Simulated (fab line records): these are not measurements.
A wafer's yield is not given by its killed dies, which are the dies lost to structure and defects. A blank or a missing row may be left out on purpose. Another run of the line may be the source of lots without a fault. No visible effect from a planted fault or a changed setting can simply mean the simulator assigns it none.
Matching of chambers -- flow n5_finfet -- rie_diel-01 running N5_BEOL_M3_ETCH_64: 4 sister chambers
The step etches SOC in N2/H2, target depth 75 nm, overetch 15 nm, time 112.5 s. 8 wafers are shown with their chamber, then 12 later ones without.

== EACH WAFER AND ITS CHAMBER ==
wafer,chamber,drypump_motor_current_A (A),showerhead_plenum_p_Torr (Torr)
L087.5,3,6.3,2.52
L088.5,2,5.7,2.63
L089.1,1,5.9,2.67
L089.2,2,5.7,2.63
L089.6,0,5.8,2.58
L090.1,0,5.8,2.58
L090.4,3,6.4,2.51
L090.5,1,5.9,2.67

== WAFERS WITH NO CHAMBER GIVEN ==
wafer,drypump_motor_current_A (A),showerhead_plenum_p_Torr (Torr)
L092.1,5.7,2.63
L092.2,5.8,2.58
L092.5,6.4,2.51
L094.1,5.8,2.57
L094.4,6.3,2.51
L094.5,5.8,2.57
L095.1,6.3,2.51
L095.4,5.7,2.63
L095.6,5.8,2.57
L096.3,5.8,2.57
L096.5,5.7,2.63
L096.6,5.9,2.66

== CHAMBER TAKEN BY EACH ==
wafer,from the rows above,in truth
L092.1,2,2
L092.2,0,0
L092.5,3,3
L094.1,0,0
L094.4,3,3
L094.5,0,0
L095.1,3,3
L095.4,2,2
L095.6,0,0
L096.3,0,0
L096.5,2,2
L096.6,1,1
Correctly placed: 12 of 12. Number that these rows cannot place: 0. Wrongly placed: 0.
How it was worked out, from the rows above alone: a wafer's distance from a chamber is the root of the sum, over the readings, of the square of ((its reading less the chamber's mean) divided by the reading's scatter). If the next closest chamber is less than 2 further off than the closest, the wafer can't be placed; otherwise it belongs to the closest. The mean given for a chamber averages the wafers shown for that chamber. The scatter: the root of (the sum of the squares of (reading less its chamber's mean) over the shown wafers, divided by (wafers less chambers)).
